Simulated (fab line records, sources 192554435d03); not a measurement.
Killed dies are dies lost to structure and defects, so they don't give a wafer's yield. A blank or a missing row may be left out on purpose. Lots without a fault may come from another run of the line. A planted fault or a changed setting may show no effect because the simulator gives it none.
fab line records | flow n5_finfet
record lots=5 wafers=15 last_day=17
route steps=1938 shown BEOL_M12@1654 BEOL_M13@1659
lots that met no fault: from a run of the same line without faults
start_h: hours from the record's first day to the start of the lot's first wafer shown | wait_h: hours since the lot's step before | " the same as in the row above | L1.1+2: a row that stands for several wafers | - no value, or no start given | * or withheld: withheld | < > ~ a bound
route shown NAME@n: a module of which the file shows steps, and the number in the route of the first | usual: mean/standard deviation of fault-free wafers | same: alike in all rows | chamber/n: place in a boat | sites: the reading at each site | _std_site: their standard deviation | _edge_site: outer sites' mean less inner sites' | radius_mm: how far each site lies from the wafer's centre | mask NAME#n: copy n | behind: the tool/chamber that last shaped the wafer | hold: why the lot was held/for how many hours/how that ended | device: the transistor (n, p or np) that didn't switch | end of line: the same wafers' tests at the end of the route | a step without rows: its recipe alone | killed: dies lost to structure and defects at the first sort, not the wafer's yield | map: a wafer's dies, x killed, . not, _ none there
set.NAME: the setting as run; set.NAME@STEP: as run at that earlier step | model.NAME: the simulator's own value behind a step, which no gauge read
lots at some steps of the route; a table a step, a row a wafer
services: from which hour (start_h, from the record's first day; less than 0 if before it) a tool's chamber was out of use, for how many hours, and why
## steps
# step N5_BEOL_M12_THK_MEAS_50
# recipe thk_meas_gauge=xrf reads=Cu_of_BEOL_M12_ECD_47
# usual M12_THK=326/6
# columns lot.wafer tool chamber start_h wait_h M12_THK[nm]
L075.2 film_metro-01 - 241.10 - 328
L075.4 " - " " 321
L075.6 " - " " 324
L083.4 film_metro-01 - 293.52 - 322
L083.5 " - " " 327
L083.6 " - " " 331
L087.2 film_metro-01 - 321.64 - 329
L087.4 " - " " 327
L087.6 " - " " 314
L091.1 film_metro-01 - 333.62 - 319
L091.2 " - " " 327
L091.5 " - " " 324
L097.2 film_metro-02 - 370.10 - 335
L097.4 " - " " 336
L097.6 " - " " 335
# step N5_BEOL_M12_PRE_CLEAN_52
# recipe gas=NH3 time_s=15 temp_c=withheld rf_power_w=300
# usual rf_fwd_power_W=295.2/1.5
# same time_s=15
# columns lot.wafer tool chamber start_h wait_h rf_fwd_power_W
L075.2 pecvd-03 0 241.14 0.0 293.6
L075.4 " 0 " " 293.3
L075.6 " 1 " " 296.5
L083.4 pecvd-01 2 293.57 0.0 295.0
L083.5 " 1 " " 293.2
L083.6 " 2 " " 295.6
L087.2 pecvd-03 1 321.67 0.0 297.8
L087.4 " 0 " " 293.8
L087.6 " 1 " " 298.7
L091.1 pecvd-03 2 333.66 0.0 294.8
L091.2 " 1 " " 297.1
L091.5 " 1 " " 297.4
L097.2 pecvd-03 2 370.14 0.0 297.7
L097.4 " 1 " " 295.0
L097.6 " 0 " " 295.8
# step N5_BEOL_M12_DEP_53
# recipe material=SiCN target_thk_a=300 temp_c=withheld precursor=3MS/NH3 pressure_torr=3 rf_w=675 time_s=10.5
# usual rf_fwd_power_W=666.1/2.8 showerhead_plenum_p_Torr=4.161/0.017 throttle_valve_pct=18.2/1.1
# same time_s=10.5
# columns lot.wafer tool chamber start_h wait_h rf_fwd_power_W showerhead_plenum_p_Torr throttle_valve_pct
L075.2 pecvd-03 0 241.18 0.0 661.2 4.153 18.5
L075.4 " 0 " " 663.5 4.139 18.3
L075.6 " 1 " " 670.6 4.196 17.6
L083.4 pecvd-01 2 293.61 0.0 667.3 4.188 18.3
L083.5 " 1 " " 660.2 4.180 21.5
L083.6 " 2 " " 669.3 4.172 18.0
L087.2 pecvd-03 1 321.70 0.0 667.9 4.182 18.1
L087.4 " 0 " " 664.7 4.146 18.7
L087.6 " 1 " " 669.9 4.177 17.7
L091.1 pecvd-03 2 333.69 0.0 668.5 4.160 17.9
L091.2 " 1 " " 671.2 4.174 18.0
L091.5 " 1 " " 671.5 4.187 17.8
L097.2 pecvd-03 2 370.16 0.0 669.4 4.164 18.1
L097.4 " 1 " " 669.1 4.188 17.9
L097.6 " 0 " " 661.7 4.132 18.7
# step N5_BEOL_M12_RS_MEAS_54
# recipe thk_meas_gauge=four-point-probe reads=Cu_of_BEOL_M12_ECD_47+Ta_of_BEOL_M12_SPUTTER_44+TaN_of_BEOL_M12_SPUTTER_43
# usual M12_RS=0.0598/0.0011
# columns lot.wafer tool chamber start_h wait_h M12_RS[ohm/sq]
L075.2 film_metro-01 - 241.25 0.1 0.0596
L075.4 " - " " 0.0608
L075.6 " - " " 0.0605
L083.4 film_metro-01 - 293.68 0.1 0.0612
L083.5 " - " " 0.0600
L083.6 " - " " 0.0599
L087.2 film_metro-01 - 321.76 0.0 0.0588
L087.4 " - " " 0.0589
L087.6 " - " " 0.0616
L091.1 film_metro-01 - 333.75 0.0 0.0608
L091.2 " - " " 0.0597
L091.5 " - " " 0.0606
L097.2 film_metro-02 - 370.23 0.0 0.0584
L097.4 " - " " 0.0584
L097.6 " - " " 0.0581
# step N5_BEOL_M12_INSPECT_55
# recipe inspect_instrument=darkfield mode=post_dep
# usual raw_defect_count=76/24
# columns lot.wafer tool chamber start_h wait_h raw_defect_count
L075.2 defect_inspect-01 - 241.28 0.0 85
L075.4 " - " " 91
L075.6 " - " " 104
L083.4 defect_inspect-02 - 293.70 0.0 81
L083.5 " - " " 101
L083.6 " - " " 45
L087.2 defect_inspect-02 - 321.79 0.0 45
L087.4 " - " " 85
L087.6 " - " " 81
L091.1 defect_inspect-01 - 333.77 0.0 74
L091.2 " - " " 73
L091.5 " - " " 99
L097.2 defect_inspect-01 - 370.25 0.0 66
L097.4 " - " " 57
L097.6 " - " " 60
# step N5_BEOL_M13_ILD_DEP_00
# recipe material=SiOC target_thk_a=8379.2 temp_c=350 precursor=DEMS/O2 pressure_torr=5 rf_w=500 time_s=166.4
# usual heater_power_w=443/59 rf_fwd_power_W=498.2/1.6 showerhead_plenum_p_Torr=5.693/0.012 susceptor_temp_C=349.99/0.22 throttle_valve_pct=11.8/0.66
# same time_s=166.4
# columns lot.wafer tool chamber start_h wait_h heater_power_w rf_fwd_power_W showerhead_plenum_p_Torr susceptor_temp_C throttle_valve_pct
L075.2 pecvd-04 2 241.32 0.0 464 495.9 5.711 350.51 10.7
L075.4 " 1 " " 515 497.2 5.688 350.09 12.2
L075.6 " 2 " " 372 497.9 5.692 350.19 10.9
L083.4 pecvd-04 0 293.80 0.1 348 497.3 5.676 350.15 12.2
L083.5 " 2 " " 432 497.1 5.696 350.12 10.8
L083.6 " 1 " " 512 498.2 5.692 349.99 12.2
L087.2 pecvd-02 0 321.83 0.0 605 497.9 5.689 349.98 12.4
L087.4 " 0 " " 507 498.3 5.681 350.03 12.8
L087.6 " 2 " " 403 499.0 5.693 349.93 11.0
L091.1 pecvd-02 1 333.81 0.0 377 499.3 5.723 350.35 11.9
L091.2 " 2 " " 380 499.4 5.693 350.29 11.0
L091.5 " 2 " " 408 499.6 5.697 349.96 11.2
L097.2 pecvd-02 1 370.29 0.0 336 497.4 5.706 349.88 11.7
L097.4 " 1 " " 386 495.4 5.719 350.43 11.6
L097.6 " 2 " " 440 497.6 5.689 350.12 11.3
# step N5_BEOL_M13_THK_MEAS_01
# recipe reads=SiOC_of_BEOL_M13_ILD_DEP_00
# usual M13_ILD_THK=839/11
# columns lot.wafer tool chamber start_h wait_h M13_ILD_THK[nm]
L075.2 film_metro-02 - 241.47 0.1 829
L075.4 " - " " 856
L075.6 " - " " 839
L083.4 film_metro-01 - 293.89 0.0 858
L083.5 " - " " 847
L083.6 " - " " 858
L087.2 film_metro-02 - 321.98 0.1 837
L087.4 " - " " 847
L087.6 " - " " 854
L091.1 film_metro-01 - 333.96 0.1 844
L091.2 " - " " 838
L091.5 " - " " 860
L097.2 film_metro-02 - 370.44 0.1 836
L097.4 " - " " 849
L097.6 " - " " 841
# step N5_BEOL_M13_COAT_58
# recipe resist=BARC temp_c=205 time_s=60 spin_rpm=1500 resist_thk_nm=89
# same time_s=60
# columns lot.wafer tool chamber start_h wait_h
L075.2+4+6 litho_track-04 0 241.50 0.0
L083.4+5+6 litho_track-04 0 293.92 0.0
L087.2+4+6 litho_track-04 0 322.01 0.0
L091.1+2+5 litho_track-05 0 333.99 0.0
L097.2+4+6 litho_track-05 0 370.47 0.0
# step N5_BEOL_M13_COAT_04
# recipe spin_rpm=1625 resist_thk_nm=400
# columns lot.wafer tool chamber start_h wait_h
L075.2+4+6 litho_track-04 0 - -
L083.4+5+6 litho_track-04 0 - -
L087.2+4+6 litho_track-04 0 - -
L091.1+2+5 litho_track-05 0 - -
L097.2+4+6 litho_track-05 0 - -
# step N5_BEOL_M13_EBR_06
# recipe solvent=PGMEA ebr_width_mm=1.5
# columns lot.wafer tool chamber start_h wait_h
L075.2+4+6 litho_track-04 0 - -
L083.4+5+6 litho_track-04 0 - -
L087.2+4+6 litho_track-04 0 - -
L091.1+2+5 litho_track-05 0 - -
L097.2+4+6 litho_track-05 0 - -
# step N5_BEOL_M13_SOFTBAKE_05
# recipe temp_c=130 time_s=60
# same time_s=60
# columns lot.wafer tool chamber start_h wait_h
L075.2+4+6 litho_track-04 0 - -
L083.4+5+6 litho_track-04 0 - -
L087.2+4+6 litho_track-04 0 - -
L091.1+2+5 litho_track-05 0 - -
L097.2+4+6 litho_track-05 0 - -
# step N5_BEOL_M13_EXPOSE_07
# recipe mask_id=V12 na=0.93 source_shape=conventional sigma_outer=0.6 polarization=unpolarized attpsm_phase_deg=180 dose_mj=24.8
# same na=0.93
# columns lot.wafer tool chamber start_h wait_h mask
L075.2+4+6 krf_scanner-01 0 241.60 - V12#0
L083.4+5+6 krf_scanner-01 0 294.04 - V12#0
L087.2+4+6 krf_scanner-01 0 322.24 - V12#0
L091.1+2+5 krf_scanner-02 0 334.22 - V12#0
L097.2+4+6 krf_scanner-01 0 370.70 - V12#0
# step N5_BEOL_M13_PEB_08
# recipe peb_temp_c=130 peb_time_s=90
# columns lot.wafer tool chamber start_h wait_h
L075.2+4+6 litho_track-04 0 241.66 0.0
L083.4+5+6 litho_track-05 0 294.08 0.0
L087.2+4+6 litho_track-05 0 322.29 0.0
L091.1+2+5 litho_track-05 0 334.28 0.1
L097.2+4+6 litho_track-05 0 370.75 0.0
# step N5_BEOL_M13_DEVELOP_09
# recipe develop_time_s=45 rinse_liquid=diw dry=air_spin dev_temp_c=21
# columns lot.wafer tool chamber start_h wait_h
L075.2+4+6 litho_track-04 0 - -
L083.4+5+6 litho_track-05 0 - -
L087.2+4+6 litho_track-05 0 - -
L091.1+2+5 litho_track-05 0 - -
L097.2+4+6 litho_track-05 0 - -
# step N5_BEOL_M13_HARDBAKE_14
# recipe temp_c=130 time_s=120
# same time_s=120
# columns lot.wafer tool chamber start_h wait_h
L075.2+4+6 litho_track-04 0 - -
L083.4+5+6 litho_track-05 0 - -
L087.2+4+6 litho_track-05 0 - -
L091.1+2+5 litho_track-05 0 - -
L097.2+4+6 litho_track-05 0 - -
# step N5_BEOL_M13_CD_MEAS_10
# recipe target_cd_nm=190 landing_energy_ev=500 detector=se_inlens polarity=opening
# usual cd_nm=188.5/1.9
# columns lot.wafer tool chamber start_h wait_h cd_nm
L075.2 cd_sem-01 0 241.77 - 190.0
L075.4 " 0 " " 187.6
L075.6 " 0 " " 187.8
L083.4 cd_sem-03 0 294.20 - 188.0
L083.5 " 0 " " 187.2
L083.6 " 0 " " 188.1
L087.2 cd_sem-02 0 322.41 - 189.2
L087.4 " 0 " " 187.3
L087.6 " 0 " " 187.8
L091.1 cd_sem-02 0 334.39 - 185.0
L091.2 " 0 " " 184.8
L091.5 " 0 " " 183.9
L097.2 cd_sem-03 0 370.87 - 188.5
L097.4 " 0 " " 188.1
L097.6 " 0 " " 187.1
# step N5_BEOL_M13_OVL_MEAS_11
# recipe points_per_wafer=44
# usual V12_OVL=3/5.3
# columns lot.wafer tool chamber start_h wait_h V12_OVL[nm]
L075.2 overlay-01 0 241.80 0.0 -2
L075.4 " 0 " " 7
L075.6 " 0 " " -1
L083.4 overlay-02 0 294.22 0.0 1
L083.5 " 0 " " -2
L083.6 " 0 " " 4
L087.2 overlay-02 0 322.44 0.0 2
L087.4 " 0 " " 7
L087.6 " 0 " " 6
L091.1 overlay-01 0 334.42 0.0 8
L091.2 " 0 " " 12
L091.5 " 0 " " 4
L097.2 overlay-02 0 370.90 0.0 11
L097.4 " 0 " " 9
L097.6 " 0 " " 11
# step N5_BEOL_M13_INSPECT_12
# recipe mode=adi inspect_instrument=macro
# usual raw_defect_count=2.0/1.4
# columns lot.wafer tool chamber start_h wait_h raw_defect_count
L075.2 defect_inspect-02 - 241.82 0.0 2
L075.4 " - " " 0
L075.6 " - " " 2
L083.4 defect_inspect-01 - 294.25 0.0 2
L083.5 " - " " 1
L083.6 " - " " 5
L087.2 defect_inspect-02 - 322.46 0.0 2
L087.4 " - " " 0
L087.6 " - " " 1
L091.1 defect_inspect-01 - 334.44 0.0 3
L091.2 " - " " 0
L091.5 " - " " 1
L097.2 defect_inspect-01 - 370.92 0.0 2
L097.4 " - " " 2
L097.6 " - " " 1
# step N5_BEOL_M13_DESCUM_15
# recipe chemistry=O2 time_s=7.9 source_power_w=50 bias_power_w=20 pressure_mtorr=20 rf_frequency_hz=2.712e+07 temp_c=40 o2_flow_sccm=225
# usual chamber_pressure_mTorr=20.000/0.02 drypump_motor_current_A=5.8/0.4 o2_flow_sccm=225.1/0.68 oes_product_au=0.75/0.079 rf_fwd_power_W=49.49/0.25 rf_vpp_V=242.9/1.4 showerhead_plenum_p_Torr=2.08/0.062 temp_c=40.02/0.1 throttle_valve_pct=20.54/0.27
# same time_s=7.9
# columns lot.wafer tool chamber start_h wait_h chamber_pressure_mTorr drypump_motor_current_A o2_flow_sccm oes_product_au rf_fwd_power_W rf_hours_counter_h rf_vpp_V showerhead_plenum_p_Torr temp_c throttle_valve_pct
L075.2 rie_diel-04 0 241.86 0.0 19.989 5.2 224.6 0.71 49.64 213 241.7 1.97 40.00 20.48
L075.4 " 3 " " 20.005 5.3 224.6 0.96 49.24 9 243.5 2.07 40.18 19.91
L075.6 " 0 " " 20.019 5.2 224.6 0.70 49.71 - 243.3 1.97 40.04 20.48
L083.4 rie_diel-02 0 294.30 0.0 20.018 5.8 226.4 0.72 49.37 - 243.5 2.07 39.96 20.67
L083.5 " 2 " " 19.995 6.3 225.2 0.69 49.72 - 245.1 2.17 40.07 20.64
L083.6 " 1 " " 19.994 6.0 223.5 0.74 49.44 - 242.5 2.01 40.03 20.87
L087.2 rie_diel-04 0 322.93 0.5 20.016 5.2 225.7 0.69 49.82 231 240.7 1.97 40.08 20.48
L087.4 " 2 " " 20.011 6.2 225.6 0.72 49.59 198 243.6 2.08 39.95 20.71
L087.6 " 0 " " 19.986 5.2 226.0 0.70 49.81 - 242.3 1.97 40.14 20.50
L091.1 rie_diel-02 2 334.48 0.0 19.980 6.3 224.8 0.69 49.71 222 244.5 2.16 40.05 20.70
L091.2 " 0 " " 19.999 5.8 225.2 0.70 49.50 252 241.9 2.06 39.97 20.69
L091.5 " 2 " " 19.939 6.3 225.8 0.68 49.71 - 244.8 2.16 39.92 20.67
L097.2 rie_diel-02 2 370.97 0.0 19.975 6.3 225.4 0.68 49.63 235 243.7 2.16 40.03 20.70
L097.4 " 1 " " 19.987 6.1 226.0 0.72 49.57 179 242.4 2.00 40.17 20.91
L097.6 " 1 " " 20.027 6.0 226.0 0.72 49.41 - 240.1 2.00 40.10 20.91
# step N5_BEOL_M13_ETCH_59
# recipe chemistry=N2/H2 target=BARC target_depth_a=890 overetch_a=267 time_s=67.9 ion_energy_ev=200 pressure_mtorr=30 source_w=840 bias_w=150 n2_flow_sccm=200 h2_flow_sccm=200
# usual chamber_pressure_mTorr=30.000/0.03 drypump_motor_current_A=5.8/0.4 oes_product_au=0.64/0.065 rf_fwd_power_W=834/3.3 rf_vpp_V=523.1/2.2 showerhead_plenum_p_Torr=2.52/0.075 throttle_valve_pct=17.95/0.3
# same time_s=67.9
# columns lot.wafer tool chamber start_h wait_h chamber_pressure_mTorr drypump_motor_current_A oes_product_au rf_fwd_power_W rf_hours_counter_h rf_vpp_V showerhead_plenum_p_Torr throttle_valve_pct
L075.2 rie_diel-04 0 241.89 0.0 29.983 5.2 0.61 841 213 520.7 2.42 17.98
L075.4 " 3 " " 29.990 5.3 0.82 838 9 522.2 2.49 17.17
L075.6 " 0 " " 29.987 5.2 0.61 840 - 518.6 2.42 17.98
L083.4 rie_diel-02 0 294.34 0.0 30.042 5.8 0.61 837 - 522.4 2.50 18.12
L083.5 " 2 " " 30.015 6.3 0.60 837 - 525.9 2.62 18.06
L083.6 " 1 " " 29.996 6.0 0.63 837 - 520.3 2.44 18.32
L087.2 rie_diel-04 0 322.97 0.0 30.029 5.2 0.60 837 231 519.3 2.41 18.01
L087.4 " 2 " " 30.066 6.2 0.61 831 198 522.3 2.51 18.08
L087.6 " 0 " " 29.976 5.2 0.60 837 - 520.2 2.41 18.01
L091.1 rie_diel-02 2 334.51 0.0 29.991 6.3 0.59 840 222 526.5 2.62 18.09
L091.2 " 0 " " 30.022 5.8 0.60 833 252 522.8 2.49 18.16
L091.5 " 2 " " 30.041 6.3 0.59 834 - 526.9 2.62 18.09
L097.2 rie_diel-02 2 371.01 0.0 29.988 6.3 0.58 837 235 525.2 2.61 18.10
L097.4 " 1 " " 30.000 6.0 0.61 829 179 521.7 2.43 18.35
L097.6 " 1 " " 30.003 6.0 0.62 833 - 521.5 2.43 18.35
# step N5_BEOL_M13_VIA_ETCH_16
# recipe chemistry=C4F8/O2/Ar target=SiOC pressure_mtorr=30 source_w=3000 bias_w=700 Ar_flow_sccm=400 C4F8_flow_sccm=15 O2_flow_sccm=8 he_inner_torr=15 he_outer_torr=30 target_depth_a=9217 time_s=withheld ion_energy_ev=250 ends=cleared
# usual C4F8_flow_sccm=15.01/0.046 chamber_pressure_mTorr=30.00/0.03 drypump_motor_current_A=5.8/0.4 oes_product_au=0.68/0.072 rf_fwd_power_W=2995/10 rf_vpp_V=664.5/2.6 showerhead_plenum_p_Torr=3.39/0.087 throttle_valve_pct=24.29/0.26
# columns lot.wafer tool chamber start_h wait_h C4F8_flow_sccm chamber_pressure_mTorr drypump_motor_current_A oes_product_au rf_fwd_power_W rf_vpp_V showerhead_plenum_p_Torr throttle_valve_pct
L075.2 rie_diel-04 0 241.95 0.0 14.97 30.02 5.2 0.64 2991 660.5 3.27 24.36
L075.4 " 3 " " 14.98 30.01 5.3 0.87 2993 663.0 3.38 23.68
L075.6 " 0 " " 14.98 29.95 5.2 0.64 3004 662.6 3.27 24.37
L083.4 rie_diel-02 0 294.48 0.1 15.02 30.02 5.8 0.64 2984 663.6 3.37 24.39
L083.5 " 2 " " 15.04 30.01 6.2 0.62 2991 668.3 3.50 24.29
L083.6 " 1 " " 15.00 30.04 6.0 0.67 2978 662.3 3.29 24.63
L087.2 rie_diel-04 0 323.02 0.0 15.05 30.02 5.2 0.63 2997 660.9 3.26 24.38
L087.4 " 2 " " 15.02 30.02 6.2 0.64 3003 665.1 3.41 24.58
L087.6 " 0 " " 15.09 30.00 5.3 0.63 2989 658.5 3.26 24.39
L091.1 rie_diel-02 2 334.57 0.0 14.91 30.00 6.3 0.62 3018 667.7 3.50 24.29
L091.2 " 0 " " 14.97 30.02 5.8 0.62 2978 664.4 3.36 24.41
L091.5 " 2 " " 14.98 29.95 6.2 0.62 2992 667.1 3.50 24.30
L097.2 rie_diel-02 2 371.06 0.0 15.07 30.00 6.3 0.61 3016 668.6 3.49 24.31
L097.4 " 1 " " 14.93 30.03 6.1 0.64 2992 661.1 3.27 24.64
L097.6 " 1 " " 14.99 29.97 6.1 0.64 3007 663.1 3.27 24.65
# step N5_BEOL_M13_STRIP_63
# recipe chemistry=N2/H2 power_w=1000 temp_c=250 h2_frac=0.65 overash_fraction=0.3 pressure_mtorr=1000 n2_flow_sccm=1750 h2_flow_sccm=3250
# usual chamber_pressure_mTorr=1000.0/0.92 drypump_motor_current_A=5.7/0.33 heater_power_w=352/37 oes_product_au=0.674/0.0041 strip_time_to_endpoint_s=27.7/1.1 temp_c=250.00/0.17
# columns lot.wafer tool chamber start_h wait_h chamber_pressure_mTorr drypump_motor_current_A heater_power_w oes_product_au rf_hours_counter_h strip_time_to_endpoint_s temp_c
L075.2 plasma_asher-02 1 242.18 - 1000.4 5.6 392 0.672 59 29.4 250.11
L075.4 " 1 " " 1001.3 5.6 404 0.676 - 25.9 249.88
L075.6 " 0 " " 998.8 5.9 313 0.670 - 28.2 250.34
L083.4 plasma_asher-01 1 294.62 - 999.8 6.2 316 0.669 - 26.5 250.08
L083.5 " 0 " " 999.3 5.2 365 0.676 - 27.6 250.12
L083.6 " 1 " " 1000.0 6.2 312 0.672 - 26.5 249.89
L087.2 plasma_asher-01 0 323.26 - 997.8 5.2 368 0.678 148 28.1 250.21
L087.4 " 0 " " 999.5 5.2 365 0.668 - 27.1 250.19
L087.6 " 0 " " 1001.3 5.2 371 0.677 - 26.8 249.98
L091.1 plasma_asher-02 0 334.80 - 999.0 5.9 316 0.666 76 26.7 250.22
L091.2 " 1 " " 999.6 5.6 407 0.671 76 27.7 250.11
L091.5 " 1 " " 999.8 5.6 396 0.675 - 25.3 250.09
L097.2 plasma_asher-02 1 371.29 - 1000.5 5.6 403 0.669 83 27.9 250.09
L097.4 " 0 " " 999.4 5.9 315 0.671 - 27.2 250.14
L097.6 " 0 " " 999.5 5.9 317 0.675 - 28.0 249.71
# step N5_BEOL_M13_STRIP_64
# recipe chemistry=N2/H2 power_w=1000 temp_c=250 h2_frac=0.65 overash_fraction=0.3 pressure_mtorr=withheld n2_flow_sccm=1750 h2_flow_sccm=3250
# usual drypump_motor_current_A=5.7/0.33 heater_power_w=353/37 oes_product_au=0.715/0.0045 strip_time_to_endpoint_s=31.31/0.069 temp_c=249.98/0.2
# columns lot.wafer tool chamber start_h wait_h drypump_motor_current_A heater_power_w oes_product_au rf_hours_counter_h strip_time_to_endpoint_s temp_c
L075.2 plasma_asher-02 1 242.24 0.0 5.7 401 0.722 59 31.30 249.92
L075.4 " 1 " " 5.6 413 0.710 - 31.27 249.97
L075.6 " 0 " " 5.9 322 0.714 - 31.32 250.20
L083.4 plasma_asher-01 1 294.68 0.0 6.2 317 0.713 - 31.30 249.84
L083.5 " 0 " " 5.2 363 0.709 - 31.33 249.85
L083.6 " 1 " " 6.2 315 0.720 - 31.27 250.12
L087.2 plasma_asher-01 0 323.32 0.0 5.2 370 0.723 148 31.37 250.03
L087.4 " 0 " " 5.2 361 0.717 - 31.41 249.87
L087.6 " 0 " " 5.2 364 0.723 - 31.40 249.89
L091.1 plasma_asher-02 0 334.86 0.0 5.9 313 0.716 76 31.49 249.64
L091.2 " 1 " " 5.6 394 0.719 76 31.36 250.10
L091.5 " 1 " " 5.6 412 0.704 - 31.42 250.31
L097.2 plasma_asher-02 1 371.35 0.0 5.6 404 0.719 83 31.24 250.19
L097.4 " 0 " " 5.9 317 0.708 - 31.28 249.88
L097.6 " 0 " " 5.9 318 0.714 - 31.28 249.72
# step N5_BEOL_M13_STRIP_71
# recipe chemistry=post_etch_residue_remover time_s=60 temp_c=25 remover_ph=withheld remover_water_wt_pct=withheld remover_fluoride_wt_pct=withheld
# usual temp_c=25.01/0.11
# same time_s=60
# columns lot.wafer tool chamber start_h wait_h temp_c
L075.2 wet_bench-01 1 242.33 0.1 24.99
L075.4 " 6 " " 24.97
L075.6 " 7 " " 24.82
L083.4 wet_bench-02 0 294.75 0.0 24.92
L083.5 " 5 " " 25.10
L083.6 " 2 " " 25.14
L087.2 wet_bench-04 1 323.40 0.1 24.90
L087.4 " 0 " " 25.07
L087.6 " 4 " " 25.02
L091.1 wet_bench-04 1 334.95 0.1 25.01
L091.2 " 4 " " 24.91
L091.5 " 5 " " 25.14
L097.2 wet_bench-02 6 371.44 0.1 24.95
L097.4 " 1 " " 24.97
L097.6 " 3 " " 25.03
# step N5_BEOL_M13_SRD_72
# recipe time_s=30 temp_c=23 rinse_liquid=diw dry=n2_spin spin_rpm=1500 dry_time_s=30
# usual temp_c=22.99/0.1
# same time_s=30
# columns lot.wafer tool chamber start_h wait_h temp_c
L075.2 wet_bench-01 1 242.35 0.0 22.95
L075.4 " 6 " " 22.99
L075.6 " 7 " " 22.97
L083.4 wet_bench-02 0 294.77 0.0 22.93
L083.5 " 5 " " 23.16
L083.6 " 2 " " 22.90
L087.2 wet_bench-04 1 323.42 0.0 23.16
L087.4 " 0 " " 22.97
L087.6 " 4 " " 22.93
L091.1 wet_bench-04 1 334.97 0.0 22.94
L091.2 " 4 " " 22.96
L091.5 " 5 " " 22.76
L097.2 wet_bench-02 6 371.46 0.0 23.08
L097.4 " 1 " " 22.91
L097.6 " 3 " " 22.91
# step N5_BEOL_M13_CD_MEAS_17
# recipe target_cd_nm=190 polarity=opening
# usual cd_nm=189.0/2.2
# columns lot.wafer tool chamber start_h wait_h cd_nm
L075.2 cd_sem-02 - 242.39 0.0 190.7
L075.4 " - " " 189.8
L075.6 " - " " 188.4
L083.4 cd_sem-03 - 294.81 0.0 189.6
L083.5 " - " " 189.0
L083.6 " - " " 189.5
L087.2 cd_sem-01 - 323.46 0.0 189.7
L087.4 " - " " 186.4
L087.6 " - " " 187.9
L091.1 cd_sem-01 - 335.01 0.0 185.2
L091.2 " - " " 186.2
L091.5 " - " " 186.3
L097.2 cd_sem-01 - 371.50 0.0 189.9
L097.4 " - " " 190.0
L097.6 " - " " 188.3
# step N5_BEOL_M13_COAT_65
# recipe resist=SOC temp_c=250 time_s=60 spin_rpm=1500 resist_thk_nm=350
# same time_s=60
# columns lot.wafer tool chamber start_h wait_h
L075.2+4+6 litho_track-02 0 242.42 0.0
L083.4+5+6 litho_track-04 0 294.85 0.0
L087.2+4+6 litho_track-04 0 323.50 0.0
L091.1+2+5 litho_track-05 0 335.04 0.0
L097.2+4+6 litho_track-04 0 371.54 0.0
# step N5_BEOL_M13_COAT_66
# recipe resist=SiARC temp_c=220 time_s=60 spin_rpm=1500 resist_thk_nm=110
# same time_s=60
# columns lot.wafer tool chamber start_h wait_h
L075.2+4+6 litho_track-02 0 - -
L083.4+5+6 litho_track-04 0 - -
L087.2+4+6 litho_track-04 0 - -
L091.1+2+5 litho_track-05 0 - -
L097.2+4+6 litho_track-04 0 - -
# step N5_BEOL_M13_COAT_22
# recipe spin_rpm=2888 resist_thk_nm=300
# columns lot.wafer tool chamber start_h wait_h
L075.2+4+6 litho_track-02 0 - -
L083.4+5+6 litho_track-04 0 - -
L087.2+4+6 litho_track-04 0 - -
L091.1+2+5 litho_track-05 0 - -
L097.2+4+6 litho_track-04 0 - -
# step N5_BEOL_M13_EBR_24
# recipe solvent=PGMEA ebr_width_mm=1.5
# columns lot.wafer tool chamber start_h wait_h
L075.2+4+6 litho_track-02 0 - -
L083.4+5+6 litho_track-04 0 - -
L087.2+4+6 litho_track-04 0 - -
L091.1+2+5 litho_track-05 0 - -
L097.2+4+6 litho_track-04 0 - -
# step N5_BEOL_M13_SOFTBAKE_23
# recipe temp_c=130 time_s=60
# same time_s=60
# columns lot.wafer tool chamber start_h wait_h
L075.2+4+6 litho_track-02 0 - -
L083.4+5+6 litho_track-04 0 - -
L087.2+4+6 litho_track-04 0 - -
L091.1+2+5 litho_track-05 0 - -
L097.2+4+6 litho_track-04 0 - -
# step N5_BEOL_M13_EXPOSE_25
# recipe mask_id=M13 na=0.93 source_shape=conventional sigma_outer=0.4 polarization=unpolarized target_cd_nm=210 dose_mj=22
# same na=0.93
# columns lot.wafer tool chamber start_h wait_h mask
L075.2+4+6 krf_scanner-01 0 242.67 - M13#0
L083.4+5+6 krf_scanner-01 0 294.98 - M13#0
L087.2+4+6 krf_scanner-02 0 323.75 - M13#0
L091.1+2+5 krf_scanner-01 0 335.18 - M13#0
L097.2+4+6 krf_scanner-01 0 371.66 - M13#0
# step N5_BEOL_M13_PEB_26
# recipe peb_temp_c=130 peb_time_s=90
# columns lot.wafer tool chamber start_h wait_h
L075.2+4+6 litho_track-05 0 242.73 0.0
L083.4+5+6 litho_track-02 0 295.02 0.0
L087.2+4+6 litho_track-02 0 323.80 0.0
L091.1+2+5 litho_track-05 0 335.24 0.1
L097.2+4+6 litho_track-05 0 371.72 0.0
# step N5_BEOL_M13_DEVELOP_27
# recipe develop_time_s=45 rinse_liquid=diw dry=air_spin dev_temp_c=21
# columns lot.wafer tool chamber start_h wait_h
L075.2+4+6 litho_track-05 0 - -
L083.4+5+6 litho_track-02 0 - -
L087.2+4+6 litho_track-02 0 - -
L091.1+2+5 litho_track-05 0 - -
L097.2+4+6 litho_track-05 0 - -
# step N5_BEOL_M13_HARDBAKE_32
# recipe temp_c=130 time_s=120
# same time_s=120
# columns lot.wafer tool chamber start_h wait_h
L075.2+4+6 litho_track-05 0 - -
L083.4+5+6 litho_track-02 0 - -
L087.2+4+6 litho_track-02 0 - -
L091.1+2+5 litho_track-05 0 - -
L097.2+4+6 litho_track-05 0 - -
## services
# columns tool chamber start_h hours kind
krf_scanner-02 - 221.36 0.8 pm
krf_scanner-01 - 224.69 0.8 pm
rie_diel-04 1 229.69 7.4 repair
plasma_asher-01 - 232.93 1.9 repair
pecvd-03 2 237.15 4.5 repair
krf_scanner-02 - 238.27 1.3 pm
wet_bench-04 - 247.11 6.2 repair
plasma_asher-02 - 252.11 21.5 repair
pecvd-01 0 271.13 58.4 repair
rie_diel-04 - 273.42 14.6 pm
krf_scanner-02 - 273.57 1.9 repair
rie_diel-02 0 279.54 8.0 repair
pecvd-01 2 280.52 5.9 repair
rie_diel-02 0 289.38 4.3 repair
plasma_asher-01 - 312.45 4.4 repair
rie_diel-02 0 316.61 4.1 repair
rie_diel-02 2 319.89 2.5 repair
krf_scanner-01 - 323.27 4.4 pm
rie_diel-02 3 323.57 29.4 repair
rie_diel-02 1 326.74 3.5 repair
krf_scanner-01 - 329.32 1.0 pm
wet_bench-04 - 348.73 1.1 repair
rie_diel-04 0 356.87 1.3 repair
rie_diel-02 0 364.04 1.5 repair
## key
fault none
